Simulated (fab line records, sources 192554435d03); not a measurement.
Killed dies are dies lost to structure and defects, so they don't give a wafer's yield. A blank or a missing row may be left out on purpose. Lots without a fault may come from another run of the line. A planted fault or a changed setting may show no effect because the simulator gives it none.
Split-lot experiment | flow n5_finfet | 7 lots, 21 wafers read, on a route of 1938 steps

THE SPLIT
At N5_BEOL_M4_TRENCH_ETCH_37 (etches SiOC in C4F6/O2, target depth 55.555 nm, time 29.2 s), the setting bias_w was moved away from the recipe's 185 W on 9 of the 21 wafers read, by -11.2% to +17.9%. The other wafers ran this setting at the recipe's value.

The reading is taken at the split's own step.

THE READING
rf_vpp_V, in V, at N5_BEOL_M4_TRENCH_ETCH_37 (etches SiOC in C4F6/O2, target depth 55.555 nm, time 29.2 s). Fault-free wafers of this fab line usually give 666 V, standard deviation 8.2 V.

wafer  | tool, chamber at the split | bias_w as run, W | against the recipe | rf_vpp_V, V | against lot-mates on the recipe
L076.1 | rie_diel-04, 1             | 185              | recipe             | 662         | -
L076.4 | rie_diel-04, 2             | 185              | recipe             | 655         | -
L076.6 | rie_diel-04, 3             | 185              | recipe             | 657         | -
L077.4 | rie_diel-03, 3             | 185              | recipe             | 673         | -
L077.5 | rie_diel-03, 0             | 203.2            | +9.8%              | 709         | +36
L077.6 | rie_diel-03, 3             | 203.2            | +9.8%              | 725         | +52
L078.1 | rie_diel-03, 2             | 185              | recipe             | 680         | -
L078.3 | rie_diel-03, 3             | 164.3            | -11.2%             | 614         | -56
L078.5 | rie_diel-03, 0             | 185              | recipe             | 660         | -
L083.2 | rie_diel-05, 1             | 185              | recipe             | 672         | -
L083.4 | rie_diel-05, 0             | 185              | recipe             | 671         | -
L083.6 | rie_diel-05, 1             | 201.7            | +9.0%              | 719         | +48
L089.2 | rie_diel-04, 3             | 218.2            | +17.9%             | 759         | +85
L089.4 | rie_diel-04, 1             | 218.2            | +17.9%             | 756         | +82
L089.6 | rie_diel-04, 0             | 185              | recipe             | 674         | -
L090.1 | rie_diel-04, 1             | 185              | recipe             | 662         | -
L090.3 | rie_diel-04, 2             | 195.8            | +5.8%              | 684         | +22
L090.5 | rie_diel-04, 0             | 195.8            | +5.8%              | 707         | +45
L096.2 | rie_diel-04, 2             | 175.8            | -5.0%              | 628         | -42
L096.5 | rie_diel-04, 0             | 185              | recipe             | 675         | -
L096.6 | rie_diel-04, 3             | 185              | recipe             | 666         | -

THE FIT
A straight line over all 21 wafers: rf_vpp_V changes by +5.14 V for each +1% of bias_w; r = +0.97; the points scatter about the line by 8.4 V.
The same after taking each lot's own level away (the mean of its wafers on the recipe; 21 wafers): +4.92 V for each +1%; r = +0.98; scatter 7.6 V.
On that fit, the largest move of bias_w shifts the reading by 88 V.
The lots' own levels span 658.0 to 674.0 V, that is 2.0 times the standard deviation above.
So the lot-to-lot level changes the slope little: the two slopes agree.
Check: with one of the wafers moved furthest among these (+17.9%) left out of the fit, the line predicts +87.9 V for it against its lot-mates. It came out at +85 V against them.
Tool readings at the split's step, against how far the setting was moved: rf_vpp_V r = +0.97.

OTHER SPLITS ON THESE WAFERS
These wafers also went through other splits before the reading. Each is held against what the fit with the lots' levels taken away leaves over:
other split on the same wafers     | wafers away from the commonest value | r with rf_vpp_V (lot level and that fit taken away)
N5_BEOL_M0_SAQP_EXPOSE_11 dose_mj  | 9                                    | +0.10
N5_BEOL_M0_SAQP_ETCH_107 source_w  | 8                                    | +0.13
N5_BEOL_M0_SAQP_COAT_87 spin_rpm   | 8                                    | +0.13
N5_BEOL_M1_COAT_05 spin_rpm        | 7                                    | +0.06
N5_BEOL_M1_ETCH_64 bias_w          | 5                                    | +0.09
N5_BEOL_M2_TRENCH_ETCH_37 source_w | 8                                    | -0.33
N5_BEOL_M3_SPUTTER_81 time_s       | 7                                    | +0.38

THE FILE'S OWN FIT
rf_vpp_V changes by +4.95 V for each +1% of bias_w, r = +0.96.
